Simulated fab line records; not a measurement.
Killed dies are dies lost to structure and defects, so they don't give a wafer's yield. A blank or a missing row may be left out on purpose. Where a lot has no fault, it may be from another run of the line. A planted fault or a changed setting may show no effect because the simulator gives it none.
fab line records -- flow n5Finfet
record lots=7, wafers=21
route steps=1938 shown SD_EPI_N@267 SD_EPI_P@321 SD_ACTIVATION@331 HKMG_FIN@424 GATE_CUT@481
startH: hours from the record's first day to the start of the lot's first wafer shown -- waitH: hours since the lot's step before -- " same as the row above -- L1.1+2: one row covering several wafers at once -- - either no value or no given start -- * or withheld: withheld -- < > ~ a bound
route shown NAME@n: a module of which the file shows steps, and the number in the route of the first -- usual: average and standard deviation across the fault-free wafers -- same: alike in all rows -- chamber/n: place in a boat -- sites: readings site by site -- _std_site: the standard deviation of these -- _edge_site: inner sites' mean taken away from outer sites' mean -- radiusMm: how far each site lies from the wafer's centre -- mask NAME#n: copy n -- behind: the most recent tool/chamber to have shaped the wafer -- hold: the reason the lot was held/the length of the hold in hours/how it ended -- device: whichever transistor did not switch (one of n, p or np) -- end of line: the tests these same wafers got at the end of their route -- a step given without rows: its recipe and nothing more -- killed: dies that structure and defects cost at the first sort, which is not the same as the wafer's yield -- map: a wafer's dies, x killed, . not, _ none there
set.NAME: the setting the step ran with; set.NAME@STEP: the setting that earlier step ran with -- model.NAME: the simulator's own value behind a step, which no gauge read
one table per step and one row per wafer, for lots whose settings were changed on purpose
## steps
# step N5_SD_EPI_N_EXPOSE_06
# recipe maskId=SD_N_BLK, na=1.35, sourceShape=conventional, sigmaOuter=0.8, polarization=unpolarized, targetCdNm=120, doseMj=39.75
lot.wafer,tool,chamber,startH,waitH,mask,set.doseMj
L075.4,arfiScanner-01,0,54.56,-,SD_N_BLK#0,38.4
L075.5+6,arfiScanner-01,0,54.56,-,SD_N_BLK#0,39.75
L079.2,arfiScanner-01,0,77.66,-,SD_N_BLK#0,40.55
L079.3+4,arfiScanner-01,0,77.66,-,SD_N_BLK#0,39.75
L082.1,arfiScanner-02,0,101.58,-,SD_N_BLK#0,39.75
L082.3+4,arfiScanner-02,0,101.58,-,SD_N_BLK#0,38.85
L083.3+5+6,arfiScanner-02,0,105.48,-,SD_N_BLK#0,39.75
L086.1+3+5,arfiScanner-01,0,125.23,-,SD_N_BLK#0,39.75
L092.1+4,arfiScanner-03,0,159.20,-,SD_N_BLK#0,38.58
L092.3,arfiScanner-03,0,159.20,-,SD_N_BLK#0,39.75
L094.1,arfiScanner-02,0,172.84,-,SD_N_BLK#0,39.75
L094.4+6,arfiScanner-02,0,172.84,-,SD_N_BLK#0,38.9
# step N5_SD_EPI_N_PEB_07
# recipe pebTempC=110, pebTimeS=60, resist=CAR-ArF-block
# step N5_SD_EPI_N_DEVELOP_08
# recipe developTimeS=30, developer=TMAH, resist=CAR-ArF-block, devTempC=23, rinseLiquid=diw, dry=airSpin
# step N5_SD_EPI_N_CD_MEAS_09
# recipe targetCdNm=120, landingEnergyEv=500, detector=seInlens
# usual cdNm=119.9/0.53
lot.wafer,tool,chamber,startH,waitH,set.doseMj@SD_EPI_N_EXPOSE_06,cdNm
L075.4,cdSem-03,0,54.67,-,38.4,117.7
L075.5,cdSem-03,0,54.67,-,39.75,120.3
L075.6,cdSem-03,0,54.67,-,39.75,120.6
L079.2,cdSem-03,0,77.78,-,40.55,121.9
L079.3,cdSem-03,0,77.78,-,39.75,119.5
L079.4,cdSem-03,0,77.78,-,39.75,120.1
L082.1,cdSem-03,0,101.70,-,39.75,120.0
L082.3,cdSem-03,0,101.70,-,38.85,118.5
L082.4,cdSem-03,0,101.70,-,38.85,118.3
L083.3,cdSem-01,0,105.59,-,39.75,119.7
L083.5,cdSem-01,0,105.59,-,39.75,119.8
L083.6,cdSem-01,0,105.59,-,39.75,120.2
L086.1,cdSem-01,0,125.35,-,39.75,119.8
L086.3,cdSem-01,0,125.35,-,39.75,119.6
L086.5,cdSem-01,0,125.35,-,39.75,119.9
L092.1,cdSem-03,0,159.33,-,38.58,118.4
L092.3,cdSem-03,0,159.33,-,39.75,120.0
L092.4,cdSem-03,0,159.33,-,38.58,119.3
L094.1,cdSem-01,0,172.96,-,39.75,120.0
L094.4,cdSem-01,0,172.96,-,38.9,118.9
L094.6,cdSem-01,0,172.96,-,38.9,118.7
# step N5_SD_EPI_N_DESCUM_14
# recipe chemistry=O2, timeS=7.9, sourcePowerW=50, biasPowerW=20, pressureMtorr=20, rfFrequencyHz=2.712e+07, tempC=40, resist=CAR-ArF-block, o2FlowSccm=225
lot.wafer,tool,chamber,startH,waitH,set.doseMj@SD_EPI_N_EXPOSE_06,model.SD_EPI_N.cdNm
L075.4,rieDiel-03,2,54.76,0.0,38.4,117.6
L075.5,rieDiel-03,1,54.76,0.0,39.75,120.4
L075.6,rieDiel-03,0,54.76,0.0,39.75,121
L079.2,rieDiel-03,2,79.20,1.4,40.55,122
L079.3,rieDiel-03,3,79.20,1.4,39.75,120
L079.4,rieDiel-03,0,79.20,1.4,39.75,120.2
L082.1,rieDiel-03,3,101.79,0.0,39.75,120
L082.3,rieDiel-03,2,101.79,0.0,38.85,118.6
L082.4,rieDiel-03,1,101.79,0.0,38.85,118.2
L083.3,rieDiel-04,1,105.69,0.0,39.75,119.6
L083.5,rieDiel-04,1,105.69,0.0,39.75,120
L083.6,rieDiel-04,2,105.69,0.0,39.75,120.2
L086.1+3,rieDiel-04,"0,3",125.66,0.3,39.75,119.8
L086.5,rieDiel-04,0,125.66,0.3,39.75,120
L092.1,rieDiel-04,3,159.62,0.2,38.58,118.4
L092.3,rieDiel-04,1,159.62,0.2,39.75,119.8
L092.4,rieDiel-04,2,159.62,0.2,38.58,118.8
L094.1,rieDiel-04,0,173.06,0.0,39.75,120.2
L094.4,rieDiel-04,1,173.06,0.0,38.9,118.8
L094.6,rieDiel-04,0,173.06,0.0,38.9,119
# step N5_SD_EPI_N_ETCH_34
# recipe chemistry=CF4, target=SiARC, targetDepthA=455, maskMaterial=CAR-ArF-block, timeS=75.8, ionEnergyEv=80, pressureMtorr=40, sourceW=545, biasW=36, Ar_flow_sccm=100, cf4FlowSccm=100, ends=cleared
lot.wafer,tool,chamber,startH,waitH,set.spinRpm@SD_EPI_N_COAT_33,set.doseMj@SD_EPI_N_EXPOSE_06,model.SD_EPI_N.cdNm,model.etch.depthNm,model.CAR-ArF-block_of_SD_EPI_N_COAT_03.thkNm
L075.4,rieDiel-03,2,54.79,0.0,1432,38.4,117.8,35.89,110.2
L075.5,rieDiel-03,1,54.79,0.0,1500,39.75,120.4,35,111.6
L075.6,rieDiel-03,0,54.79,0.0,1432,39.75,120.8,35.92,110.8
L079.2,rieDiel-03,2,79.23,0.0,1500,40.55,121.8,35.01,110.6
L079.3,rieDiel-03,3,79.23,0.0,1414,39.75,120,36.12,109.6
L079.4,rieDiel-03,0,79.23,0.0,1414,39.75,120.4,36.14,109.6
L082.1,rieDiel-03,3,101.83,0.0,1500,39.75,119.8,35.04,110.4
L082.3,rieDiel-03,2,101.83,0.0,1500,38.85,118.4,34.96,110.4
L082.4,rieDiel-03,1,101.83,0.0,1341,38.85,118.4,37,108.8
L083.3,rieDiel-04,1,105.72,0.0,1577,39.75,119.6,34.11,111.4
L083.5,rieDiel-04,1,105.72,0.0,1577,39.75,120,34.14,111.4
L083.6,rieDiel-04,2,105.72,0.0,1577,39.75,120,34.25,111.4
L086.1,rieDiel-04,0,125.69,0.0,1500,39.75,119.6,34.92,111
L086.3,rieDiel-04,3,125.69,0.0,1500,39.75,119.8,34.91,110.8
L086.5,rieDiel-04,0,125.69,0.0,1500,39.75,119.8,34.83,111.2
L092.1,rieDiel-04,3,159.65,0.0,1401,38.58,118.6,36.24,110
L092.3,rieDiel-04,1,159.65,0.0,1401,39.75,120,36.08,109.6
L092.4,rieDiel-04,2,159.65,0.0,1500,38.58,118.8,35,111.4
L094.1,rieDiel-04,0,173.09,0.0,1500,39.75,120,35.02,110.6
L094.4,rieDiel-04,1,173.09,0.0,1500,38.9,119,34.99,111.2
L094.6,rieDiel-04,0,173.09,0.0,1500,38.9,119,34.97,110.4
# step N5_SD_EPI_N_ETCH_35
# recipe chemistry=N2/H2, target=SOC, overetchA=1080, maskMaterial=SiARC, tempC=40, ionEnergyEv=100, sourceW=3000, biasW=133, pressureMtorr=20, timeS=486, n2FlowSccm=200, h2FlowSccm=200
lot.wafer,tool,chamber,startH,waitH,set.spinRpm@SD_EPI_N_COAT_33,model.SiARC_of_SD_EPI_N_COAT_33.thkNm
L075.4,rieDiel-03,2,54.85,0.0,1432,21.2
L075.5,rieDiel-03,1,54.85,0.0,1500,19.6
L075.6,rieDiel-03,0,54.85,0.0,1432,20.8
L079.2,rieDiel-03,2,79.29,0.0,1500,20.2
L079.3+4,rieDiel-03,"3,0",79.29,0.0,1414,21
L082.1,rieDiel-03,3,101.88,0.0,1500,19.6
L082.3,rieDiel-03,2,101.88,0.0,1500,20.2
L082.4,rieDiel-03,1,101.88,0.0,1341,21.6
L083.3+6,rieDiel-04,"1,2",105.78,0.0,1577,19
L083.5,rieDiel-04,1,105.78,0.0,1577,18.8
L086.1,rieDiel-04,0,125.75,0.0,1500,20
L086.3+5,rieDiel-04,"3,0",125.75,0.0,1500,19.8
L092.1,rieDiel-04,3,159.71,0.0,1401,21.2
L092.3,rieDiel-04,1,159.71,0.0,1401,20.8
L092.4,rieDiel-04,2,159.71,0.0,1500,19.6
L094.1,rieDiel-04,0,173.15,0.0,1500,20
L094.4,rieDiel-04,1,173.15,0.0,1500,19.8
L094.6,rieDiel-04,0,173.15,0.0,1500,20.2
# step N5_SD_EPI_N_STRIP_36
# recipe chemistry=N2/H2, tempC=40, n2FlowSccm=200, h2FlowSccm=200, rfFrequencyHz=6e+07
# step N5_SD_EPI_N_ETCHBACK_44
# recipe chemistry=CH3F/O2, mode=anisotropicEtchback, target=SiNx, targetDepthA=145, stopOn=SiO2, overEtchFrac=0.3, ionEnergyEv=120, pressureMtorr=30, sourceW=395, biasW=73, Ar_flow_sccm=150, CH3F_flow_sccm=30, O2_flow_sccm=20
lot.wafer,tool,chamber,startH,waitH,set.spinRpm@SD_EPI_N_COAT_33,model.SiARC_of_SD_EPI_N_COAT_33.thkNm
L075.4,rieDiel-03,2,55.17,0.0,1432,17.6
L075.5,rieDiel-03,1,55.17,0.0,1500,15.8
L075.6,rieDiel-03,0,55.17,0.0,1432,17.2
L079.2,rieDiel-03,2,79.61,0.0,1500,16.6
L079.3,rieDiel-03,3,79.61,0.0,1414,17.2
L079.4,rieDiel-03,0,79.61,0.0,1414,17.4
L082.1,rieDiel-03,3,102.21,0.0,1500,16
L082.3,rieDiel-03,2,102.21,0.0,1500,16.6
L082.4,rieDiel-03,1,102.21,0.0,1341,17.8
L083.3+5,rieDiel-04,1,106.10,0.0,1577,15.2
L083.6,rieDiel-04,2,106.10,0.0,1577,15.4
L086.1+3,rieDiel-04,"0,3",126.07,0.0,1500,16.2
L086.5,rieDiel-04,0,126.07,0.0,1500,16
L092.1,rieDiel-04,3,160.03,0.0,1401,17.6
L092.3,rieDiel-04,1,160.03,0.0,1401,17
L092.4,rieDiel-04,2,160.03,0.0,1500,16
L094.1+6,rieDiel-04,0,173.48,0.0,1500,16.4
L094.4,rieDiel-04,1,173.48,0.0,1500,16
# step N5_SD_EPI_P_EPI_21
# recipe material=SiGe:B, dopant=B, tempC=550, pressureTorr=20, ambient=H2, timeS=355
lot.wafer,tool,chamber,startH,waitH,set.epiGrowthTimeS,model.SiGe-B_of_SD_EPI_P_EPI_21.thkNm
L075.4,epiRpcvd-04,0,62.36,1.1,355,60.6
L075.5,epiRpcvd-04,0,62.36,1.1,355,61.2
L075.6,epiRpcvd-04,0,62.36,1.1,355,61.4
L079.2+3,epiRpcvd-02,0,86.44,0.6,355,60.8
L079.4,epiRpcvd-02,0,86.44,0.6,375.6,62.2
L082.1,epiRpcvd-01,0,107.75,0.3,355,61.2
L082.3,epiRpcvd-01,0,109.03,1.4,355,61.4
L082.4,epiRpcvd-01,0,109.03,1.4,378.8,63.8
L083.3,epiRpcvd-02,0,117.05,1.4,355,60.2
L083.5,epiRpcvd-02,0,118.33,2.6,355,59.2
L083.6,epiRpcvd-02,0,118.33,2.6,371.7,62.8
L086.1,epiRpcvd-04,0,134.47,0.2,355,62.6
L086.3,epiRpcvd-04,0,134.47,0.2,355,62.8
L086.5,epiRpcvd-04,0,134.47,0.2,355,62
L092.1,epiRpcvd-01,0,166.40,0.2,355,60
L092.3,epiRpcvd-01,0,166.40,0.2,355,60.6
L092.4,epiRpcvd-01,0,166.40,0.2,355,61
L094.1,epiRpcvd-01,0,180.43,0.2,324.9,58.2
L094.4,epiRpcvd-01,0,181.87,1.5,324.9,57.6
L094.6,epiRpcvd-01,0,181.87,1.5,355,60.8
# step N5_SD_EPI_P_HM_STRIP_48
# recipe chemistry=H3PO4, tempC=160, material=SiNx, target=SiNx, targetDepthA=30, overetchFraction=0.3
lot.wafer,tool,chamber,startH,waitH,set.epiGrowthTimeS@SD_EPI_P_EPI_21,model.SiGe-B_of_SD_EPI_P_EPI_21.thkNm
L075.4,wetBench-03,1,63.51,0.0,355,60.2
L075.5,wetBench-03,3,63.51,0.0,355,60.8
L075.6,wetBench-03,7,63.51,0.0,355,61.2
L079.2,wetBench-02,0,88.92,0.0,355,60.6
L079.3,wetBench-02,1,88.92,0.0,355,60.4
L079.4,wetBench-02,6,88.92,0.0,375.6,61.8
L082.1,wetBench-03,6,111.68,0.0,355,61
L082.3,wetBench-03,0,111.68,0.0,355,61.2
L082.4,wetBench-03,1,111.68,0.0,378.8,63.4
L083.3,wetBench-05,4,119.68,0.0,355,59.8
L083.5,wetBench-05,7,119.68,0.0,355,59
L083.6,wetBench-05,6,119.68,0.0,371.7,62.4
L086.1,wetBench-03,1,137.43,0.0,355,62.2
L086.3,wetBench-03,5,137.43,0.0,355,62.4
L086.5,wetBench-03,0,137.43,0.0,355,61.8
L092.1,wetBench-02,4,169.35,0.0,355,59.8
L092.3,wetBench-02,0,169.35,0.0,355,60.4
L092.4,wetBench-02,6,169.35,0.0,355,60.6
L094.1,wetBench-05,3,183.39,0.0,324.9,58
L094.4,wetBench-05,1,183.39,0.0,324.9,57.2
L094.6,wetBench-05,2,183.39,0.0,355,60.4
# step N5_SD_EPI_P_SRD_49
# recipe dry=ipaMarangoni, timeS=30, tempC=23, rinseLiquid=diw
# step N5_SD_EPI_P_PRECLEAN_24
# recipe chemistry=O3/DIW, timeS=45, tempC=22, o3Ppm=10
lot.wafer,tool,chamber,startH,waitH,set.epiGrowthTimeS@SD_EPI_P_EPI_21,model.SiGe-B_of_SD_EPI_P_EPI_21.thkNm
L075.4,wetBench-03,1,63.59,0.0,355,60.2
L075.5,wetBench-03,3,63.59,0.0,355,60.6
L075.6,wetBench-03,7,63.59,0.0,355,61
L079.2+3,wetBench-02,"0,1",88.99,0.0,355,60.4
L079.4,wetBench-02,6,88.99,0.0,375.6,61.8
L082.1,wetBench-03,6,111.82,0.0,355,60.8
L082.3,wetBench-03,0,111.82,0.0,355,61
L082.4,wetBench-03,1,111.82,0.0,378.8,63.2
L083.3,wetBench-05,4,119.75,0.0,355,59.8
L083.5,wetBench-05,7,119.75,0.0,355,58.8
L083.6,wetBench-05,6,119.75,0.0,371.7,62.2
L086.1,wetBench-03,1,137.50,0.0,355,62
L086.3,wetBench-03,5,137.50,0.0,355,62.2
L086.5,wetBench-03,0,137.50,0.0,355,61.6
L092.1,wetBench-02,4,169.42,0.0,355,59.6
L092.3,wetBench-02,0,169.42,0.0,355,60.2
L092.4,wetBench-02,6,169.42,0.0,355,60.4
L094.1,wetBench-05,3,183.46,0.0,324.9,57.8
L094.4,wetBench-05,1,183.46,0.0,324.9,57
L094.6,wetBench-05,2,183.46,0.0,355,60.4
# step N5_SD_ACTIVATION_LSA_01
# recipe tempC=1080, timeS=0.0008, ambient=N2
# usual wafer_temp_C_max=1085.7/1.1
lot.wafer,tool,chamber,startH,waitH,set.tempC,wafer_temp_C_max
L075.4,laserAnneal-02,0,63.98,0.2,1080,1086.8
L075.5,laserAnneal-02,0,63.98,0.2,1080,1087.1
L075.6,laserAnneal-02,0,63.98,0.2,1080,1085.0
L079.2,laserAnneal-02,0,89.33,0.2,1097,1104.2
L079.3,laserAnneal-02,0,89.33,0.2,1080,1086.6
L079.4,laserAnneal-02,0,89.33,0.2,1097,1103.0
L082.1,laserAnneal-01,0,112.21,0.2,1062,1067.2
L082.3,laserAnneal-01,0,112.21,0.2,1080,1086.4
L082.4,laserAnneal-01,0,112.21,0.2,1062,1068.8
L083.3,laserAnneal-02,0,120.11,0.2,1080,1085.0
L083.5,laserAnneal-02,0,120.11,0.2,1089,1095.5
L083.6,laserAnneal-02,0,120.11,0.2,1080,1086.8
L086.1,laserAnneal-01,0,137.81,0.2,1080,1087.1
L086.3,laserAnneal-01,0,137.81,0.2,1080,1085.3
L086.5,laserAnneal-01,0,137.81,0.2,1080,1085.4
L092.1,laserAnneal-02,0,169.88,0.2,1080,1085.0
L092.3,laserAnneal-02,0,169.88,0.2,1080,1085.6
L092.4,laserAnneal-02,0,169.88,0.2,1080,1084.0
L094.1,laserAnneal-02,0,183.76,0.2,1112,1119.3
L094.4,laserAnneal-02,0,183.76,0.2,1080,1084.8
L094.6,laserAnneal-02,0,183.76,0.2,1112,1117.5
# step N5_SD_ACTIVATION_RS_MEAS_03
# recipe thkMeasGauge=four-point-probe
# usual RS_SD_N=22.0/0.31, RS_SD_P=56.5/0.82
lot.wafer,tool,chamber,startH,waitH,set.epiGrowthTimeS@SD_EPI_P_EPI_21,set.tempC@SD_ACTIVATION_LSA_01,RS_SD_N[ohm/sq],RS_SD_P[ohm/sq]
L075.4,filmMetro-02,-,64.17,0.2,355,1080,22.6,56.7
L075.5,filmMetro-02,-,64.17,0.2,355,1080,22.1,56.3
L075.6,filmMetro-02,-,64.17,0.2,355,1080,22.2,56.0
L079.2,filmMetro-02,-,89.52,0.2,355,1097,20.7,56.4
L079.3,filmMetro-02,-,89.52,0.2,355,1080,22.6,57.1
L079.4,filmMetro-02,-,89.52,0.2,375.6,1097,20.7,55.3
L082.1,filmMetro-01,-,112.43,0.2,355,1062,24.0,57.2
L082.3,filmMetro-01,-,112.43,0.2,355,1080,22.1,56.9
L082.4,filmMetro-01,-,112.43,0.2,378.8,1062,24.2,54.8
L083.3,filmMetro-01,-,120.29,0.2,355,1080,22.5,56.8
L083.5,filmMetro-01,-,120.29,0.2,355,1089,21.3,57.4
L083.6,filmMetro-01,-,120.29,0.2,371.7,1080,22.1,54.6
L086.1,filmMetro-02,-,138.01,0.2,355,1080,21.9,54.7
L086.3,filmMetro-02,-,138.01,0.2,355,1080,22.1,54.4
L086.5,filmMetro-02,-,138.01,0.2,355,1080,21.6,55.1
L092.1,filmMetro-02,-,170.09,0.2,355,1080,21.7,56.9
L092.3,filmMetro-02,-,170.09,0.2,355,1080,21.7,55.9
L092.4,filmMetro-02,-,170.09,0.2,355,1080,21.9,56.6
L094.1,filmMetro-01,-,183.97,0.2,324.9,1112,18.7,59.2
L094.4,filmMetro-01,-,183.97,0.2,324.9,1080,22.0,58.8
L094.6,filmMetro-01,-,183.97,0.2,355,1112,18.7,56.0
# step N5_HKMG_FIN_COAT_06
# recipe resist=CAR-ArF, spinRpm=1500, resistThkNm=90
lot.wafer,tool,chamber,startH,waitH,set.spinRpm,model.CAR-ArF_of_HKMG_FIN_COAT_06.thkNm
L075.4+5,lithoTrack-05,0,-,-,1500,90
L075.6,lithoTrack-05,0,-,-,1422,92.6
L079.2,lithoTrack-02,0,-,-,1500,89.6
L079.3+4,lithoTrack-02,0,-,-,1500,89.8
L082.1,lithoTrack-05,0,-,-,1500,90
L082.3,lithoTrack-05,0,-,-,1366,94.4
L082.4,lithoTrack-05,0,-,-,1500,89.8
L083.3,lithoTrack-02,0,-,-,1500,90.2
L083.5,lithoTrack-02,0,-,-,1500,90.4
L083.6,lithoTrack-02,0,-,-,1500,90.6
L086.1+3,lithoTrack-02,0,-,-,1500,90.2
L086.5,lithoTrack-02,0,-,-,1500,90.4
L092.1,lithoTrack-01,0,-,-,1500,89.6
L092.3,lithoTrack-01,0,-,-,1357,94.6
L092.4,lithoTrack-01,0,-,-,1357,94.2
L094.1+4,lithoTrack-05,0,-,-,1500,90
L094.6,lithoTrack-05,0,-,-,1417,92.6
# step N5_HKMG_FIN_EXPOSE_09
# recipe maskId=NWFM, na=1.35, sourceShape=conventional, sigmaOuter=0.8, polarization=unpolarized, doseMj=39.25
lot.wafer,tool,chamber,startH,waitH,mask,set.doseMj
L075.4+5,arfiScanner-02,0,82.98,-,NWFM#0,42.05
L075.6,arfiScanner-02,0,82.98,-,NWFM#0,39.25
L079.2+3+4,arfiScanner-03,0,106.39,-,NWFM#0,37.89
L082.1,arfiScanner-02,0,134.46,-,NWFM#0,36.86
L082.3+4,arfiScanner-02,0,134.46,-,NWFM#0,39.25
L083.3+5+6,arfiScanner-02,0,137.79,-,NWFM#0,39.25
L086.1+3+5,arfiScanner-02,0,154.68,-,NWFM#0,39.25
L092.1+4,arfiScanner-03,0,193.37,-,NWFM#0,40.16
L092.3,arfiScanner-03,0,193.37,-,NWFM#0,39.25
L094.1+4+6,arfiScanner-01,0,200.82,-,NWFM#0,41.77
# step N5_HKMG_FIN_PEB_10
# recipe pebTempC=withheld, pebTimeS=60, resist=CAR-ArF
# step N5_HKMG_FIN_DEVELOP_11
# recipe developTimeS=30, developer=TMAH, resist=CAR-ArF, devTempC=23, rinseLiquid=diw, dry=airSpin
lot.wafer,tool,chamber,startH,waitH,set.spinRpm@HKMG_FIN_COAT_06,model.CAR-ArF_of_HKMG_FIN_COAT_06.thkNm
L075.4+5,lithoTrack-02,0,-,-,1500,88.4
L075.6,lithoTrack-02,0,-,-,1422,90.8
L079.2,lithoTrack-02,0,-,-,1500,87.8
L079.3+4,lithoTrack-02,0,-,-,1500,88
L082.1,lithoTrack-01,0,-,-,1500,88.4
L082.3,lithoTrack-01,0,-,-,1366,92.6
L082.4,lithoTrack-01,0,-,-,1500,88
L083.3+5,lithoTrack-05,0,-,-,1500,88.6
L083.6,lithoTrack-05,0,-,-,1500,88.8
L086.1+3,lithoTrack-01,0,-,-,1500,88.4
L086.5,lithoTrack-01,0,-,-,1500,88.6
L092.1,lithoTrack-02,0,-,-,1500,88
L092.3,lithoTrack-02,0,-,-,1357,92.8
L092.4,lithoTrack-02,0,-,-,1357,92.6
L094.1+4,lithoTrack-05,0,-,-,1500,88.2
L094.6,lithoTrack-05,0,-,-,1417,90.8
# step N5_HKMG_FIN_CD_MEAS_12
# recipe targetCdNm=92.8, landingEnergyEv=500, detector=seInlens
# usual cdNm=92.7/0.52
lot.wafer,tool,chamber,startH,waitH,set.doseMj@HKMG_FIN_EXPOSE_09,cdNm
L075.4,cdSem-02,0,83.09,-,42.05,97.4
L075.5,cdSem-02,0,83.09,-,42.05,97.2
L075.6,cdSem-02,0,83.09,-,39.25,92.0
L079.2,cdSem-02,0,106.51,-,37.89,89.6
L079.3,cdSem-02,0,106.51,-,37.89,89.8
L079.4,cdSem-02,0,106.51,-,37.89,89.9
L082.1,cdSem-02,0,134.59,-,36.86,89.8
L082.3,cdSem-02,0,134.59,-,39.25,92.7
L082.4,cdSem-02,0,134.59,-,39.25,92.7
L083.3,cdSem-03,0,137.90,-,39.25,92.8
L083.5,cdSem-03,0,137.90,-,39.25,92.4
L083.6,cdSem-03,0,137.90,-,39.25,92.4
L086.1,cdSem-01,0,154.80,-,39.25,92.7
L086.3,cdSem-01,0,154.80,-,39.25,93.3
L086.5,cdSem-01,0,154.80,-,39.25,92.6
L092.1,cdSem-03,0,193.50,-,40.16,92.8
L092.3,cdSem-03,0,193.50,-,39.25,91.4
L092.4,cdSem-03,0,193.50,-,40.16,93.3
L094.1,cdSem-03,0,200.95,-,41.77,97.6
L094.4,cdSem-03,0,200.95,-,41.77,97.4
L094.6,cdSem-03,0,200.95,-,41.77,97.5
# step N5_GATE_CUT_COAT_07
# recipe resist=CAR-EUV, spinRpm=1500, resistThkNm=30
lot.wafer,tool,chamber,startH,waitH,set.spinRpm,model.CAR-EUV_of_GATE_CUT_COAT_07.thkNm
L075.4+6,lithoTrack-04,0,-,-,1500,30
L075.5,lithoTrack-04,0,-,-,1344,31.6
L079.2+3,lithoTrack-02,0,-,-,1570,29.4
L079.4,lithoTrack-02,0,-,-,1500,30
L082.1+3+4,lithoTrack-02,0,-,-,1500,30
L083.3,lithoTrack-03,0,-,-,1500,30
L083.5+6,lithoTrack-03,0,-,-,1402,31
L086.1+3+5,lithoTrack-02,0,-,-,1500,30
L092.1,lithoTrack-03,0,-,-,1500,30
L092.3+4,lithoTrack-03,0,-,-,1500,29.8
L094.1+4,lithoTrack-03,0,-,-,1500,30
L094.6,lithoTrack-03,0,-,-,1571,29.4
# step N5_GATE_CUT_EBR_09
# recipe solvent=PGMEA, ebrWidthMm=1.5
# step N5_GATE_CUT_SOFTBAKE_08
# recipe tempC=110, timeS=60, resist=CAR-EUV
# step N5_GATE_CUT_EXPOSE_10
# recipe maskId=GATE_CUT, na=0.33, sourceShape=annular, sigmaInner=0.35, sigmaOuter=0.8, polarization=unpolarized, targetCdNm=20, doseMj=43.25
# step N5_GATE_CUT_PEB_11
# recipe pebTempC=100, pebTimeS=60, resist=CAR-EUV
# step N5_GATE_CUT_DEVELOP_12
# recipe developTimeS=30, developer=TMAH, resist=CAR-EUV, rinseLiquid=surfactantRinse, dry=airSpin, devTempC=23
lot.wafer,tool,chamber,startH,waitH,set.spinRpm@GATE_CUT_COAT_07,model.CAR-EUV_of_GATE_CUT_COAT_07.thkNm
L075.4,lithoTrack-02,0,-,-,1500,29.4
L075.5,lithoTrack-02,0,-,-,1344,31.2
L075.6,lithoTrack-02,0,-,-,1500,29.6
L079.2+3,lithoTrack-04,0,-,-,1570,29
L079.4,lithoTrack-04,0,-,-,1500,29.6
L082.1+3+4,lithoTrack-03,0,-,-,1500,29.6
L083.3,lithoTrack-02,0,-,-,1500,29.4
L083.5+6,lithoTrack-02,0,-,-,1402,30.6
L086.1,lithoTrack-02,0,-,-,1500,29.6
L086.3+5,lithoTrack-02,0,-,-,1500,29.4
L092.1,lithoTrack-04,0,-,-,1500,29.6
L092.3+4,lithoTrack-04,0,-,-,1500,29.4
L094.1+4,lithoTrack-04,0,-,-,1500,29.4
L094.6,lithoTrack-04,0,-,-,1571,28.8
## key
split step=N5_SD_EPI_N_EXPOSE_06, setting=doseMj, stated=39.75, by=wafer
response step=N5_SD_EPI_N_CD_MEAS_09, reading=cdNm, change=+0.684, per=1%, r=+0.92
response step=N5_SD_EPI_N_DESCUM_14, reading=model.SD_EPI_N.cdNm, change=+0.715, per=1%, r=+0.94
response step=N5_SD_EPI_N_ETCH_34, reading=model.SD_EPI_N.cdNm, change=+0.644, per=1%, r=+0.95
split step=N5_SD_EPI_P_EPI_21, setting=epiGrowthTimeS, stated=355, by=wafer
response step=N5_SD_EPI_P_EPI_21, reading=model.SiGe-B_of_SD_EPI_P_EPI_21.thkNm, change=+0.371, per=1%, r=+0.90
response step=N5_SD_EPI_P_HM_STRIP_48, reading=model.SiGe-B_of_SD_EPI_P_EPI_21.thkNm, change=+0.352, per=1%, r=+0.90
response step=N5_SD_EPI_P_PRECLEAN_24, reading=model.SiGe-B_of_SD_EPI_P_EPI_21.thkNm, change=+0.363, per=1%, r=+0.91
response step=N5_SD_ACTIVATION_RS_MEAS_03, reading=RS_SD_P, change=-0.352, per=1%, r=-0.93
split step=N5_SD_ACTIVATION_LSA_01, setting=tempC, stated=1080, by=wafer
response step=N5_SD_ACTIVATION_LSA_01, reading=wafer_temp_C_max, change=*, per=1%, r=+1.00
response step=N5_SD_ACTIVATION_RS_MEAS_03, reading=RS_SD_N, change=-1.15, per=1%, r=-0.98
split step=N5_HKMG_FIN_COAT_06, setting=spinRpm, stated=1500, by=wafer
response step=N5_HKMG_FIN_COAT_06, reading=model.CAR-ArF_of_HKMG_FIN_COAT_06.thkNm, change=-0.499, per=1%, r=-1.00
response step=N5_HKMG_FIN_DEVELOP_11, reading=model.CAR-ArF_of_HKMG_FIN_COAT_06.thkNm, change=-0.486, per=1%, r=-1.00
split step=N5_HKMG_FIN_EXPOSE_09, setting=doseMj, stated=39.25, by=wafer
response step=N5_HKMG_FIN_CD_MEAS_12, reading=cdNm, change=+0.634, per=1%, r=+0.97
split step=N5_GATE_CUT_COAT_07, setting=spinRpm, stated=1500, by=wafer
response step=N5_GATE_CUT_COAT_07, reading=model.CAR-EUV_of_GATE_CUT_COAT_07.thkNm, change=-0.148, per=1%, r=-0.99
response step=N5_GATE_CUT_DEVELOP_12, reading=model.CAR-EUV_of_GATE_CUT_COAT_07.thkNm, change=-0.16, per=1%, r=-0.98
split outsideThisFile step=N5_SD_EPI_N_COAT_33 setting=spinRpm
# split outsideThisFile: this setting was split too, and the file shows its column; the key of that split is in another file
